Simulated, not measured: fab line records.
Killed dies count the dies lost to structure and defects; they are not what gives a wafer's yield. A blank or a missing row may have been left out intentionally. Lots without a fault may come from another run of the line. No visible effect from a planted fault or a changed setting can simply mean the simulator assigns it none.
One fault seen from 3 desks    flow n5 finfet    numbers are kept per desk, each desk with only its own; the story behind them comes last

== DESK OF THE TOOL OWNER: rie diel-05 ==
The tool's own readings at N5_FIN_SAQP_SPACER2_ETCHBACK_29 (etches SiO2 in CHF3/O2, target depth 12.2 nm, time 6.1 s): means of the sampled wafers that have a number, for each lot that ran on this tool. The brackets show how far a lot's mean lies from the usual mean; more than 4 standard deviations puts the lot out of limits, marked OUT.
Columns: A = bias w at N5_FIN_SAQP_SPACER2_ETCHBACK_29, usual 170.0 W; B = drypump motor current A at N5_FIN_SAQP_SPACER2_ETCHBACK_29, usual 5.7 A; C = oes product au at N5_FIN_SAQP_SPACER2_ETCHBACK_29, usual 0.75 a.u.; D = rf fwd power W at N5_FIN_SAQP_SPACER2_ETCHBACK_29, usual 646.0 W; E = rf vpp V at N5_FIN_SAQP_SPACER2_ETCHBACK_29, usual 524 V; F = showerhead plenum p Torr at N5_FIN_SAQP_SPACER2_ETCHBACK_29, usual 2.42 Torr; G = throttle valve pct at N5_FIN_SAQP_SPACER2_ETCHBACK_29, usual 18.99 %
lot   first seen here  A      B    C     D      E    F     G
L857  day 3 19:40      170.3  6.1  0.71  647.1  525  2.43  19.03
L859  day 4 09:59      170.3  5.9  0.71  645.9  519  2.43  19.07
L861  day 4 21:51      170.0  5.9  0.71  648.0  517  2.43  19.07
L873  day 7 20:32      169.6  6.4  0.86  645.4  532  2.47  18.85
Result from this desk: across the 4 lots, nothing is out of limits.

== THE DEFECT DESK ==
Lot by lot, what the route's inspections counted, given as the mean of those sampled wafers with a number. The brackets show how far a lot's mean lies from the usual mean; more than 4 standard deviations puts the lot out of limits, marked OUT.
Columns: A = raw defect count at N5_FIN_SAQP_INSPECT_40, usual 219; B = raw defect count at N5_FIN_CUT_INSPECT_10, usual 41
lot   first seen here  A               B
L856  day 3 14:28      160             32
L857  day 3 20:28      223             42
L859  day 4 10:45      546 (+5.4) OUT  337 (+27) OUT
L860  day 4 14:55      221             45
L861  day 4 22:38      527 (+5.1) OUT  355 (+29) OUT
L862  day 5 06:08      191             31
L871  day 7 08:02      226             38
L873  day 7 21:19      260             54
This desk's verdict: out of limits on L859, L861, starting with L859 at day 4 10:45 (raw defect count at N5_FIN_SAQP_INSPECT_40). L856, L857, L860, L862, L871, L873 stayed within limits.

== FROM THE METROLOGY DESK ==
What the gauges read for every lot (on any tool): the sampled wafers with a number, averaged. The brackets show how far a lot's mean lies from the usual mean; more than 4 standard deviations puts the lot out of limits, marked OUT. 7 of its 11 readings are shown, namely those furthest out on some lot.
Columns: A = DIBL_N at N5_BEOL_M4_RC_MEAS_101, usual 36.3 mV/V; B = DIBL_P at N5_BEOL_M4_RC_MEAS_101, usual 36.3 mV/V; C = IOFF_P at N5_BEOL_M4_RC_MEAS_101, usual 0.211 nA/um; D = ION_P at N5_BEOL_M4_RC_MEAS_101, usual 462 uA/um; E = SS_N at N5_BEOL_M4_RC_MEAS_101, usual 71.5 mV/dec; F = VT_N at N5_BEOL_M4_RC_MEAS_101, usual 249.9 mV; G = VT_P at N5_BEOL_M4_RC_MEAS_101, usual -249.8 mV
lot   first seen here  A     B     C      D    E     F      G
L856  day 3 14:19      37.6  36.5  0.201  455  71.3  248.8  -253.1
L857  day 3 20:20      36.8  36.5  0.208  460  71.6  248.7  -249.0
L859  day 4 10:38      35.6  35.8  0.162  454  71.1  253.3  -255.2
L860  day 4 14:47      37.5  36.7  0.213  465  71.2  249.3  -249.5
L861  day 4 22:30      37.4  37.0  0.190  451  71.6  251.6  -251.7
L862  day 5 06:01      35.6  34.6  0.197  456  70.8  249.0  -250.9
L871  day 7 07:55      34.7  37.0  0.236  469  71.3  249.5  -246.8
L873  day 7 21:12      37.7  36.3  0.238  464  72.3  248.5  -247.5
Result from this desk: across the 8 lots, nothing is out of limits.

== PUT TOGETHER ==
The defect desk could have raised an alarm at day 4 10:45, on L859, L861.
The tool owner's desk saw nothing out of limits.
Nothing out of limits was seen by the metrology desk.
Tool owner's desk: L859, L861 on record, inside its limits.
The metrology desk has L859, L861 on record, within its limits.
The lots listed all ran N5_FIN_SAQP_SPACER2_ETCHBACK_29 on rie diel-05.

== WHAT THE SIMULATOR PUT IN ==
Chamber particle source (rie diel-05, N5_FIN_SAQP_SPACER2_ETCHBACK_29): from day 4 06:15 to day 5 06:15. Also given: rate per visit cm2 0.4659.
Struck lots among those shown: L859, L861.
Hours from the fault's start to each desk's first reading out of limits: the defect desk, 4.
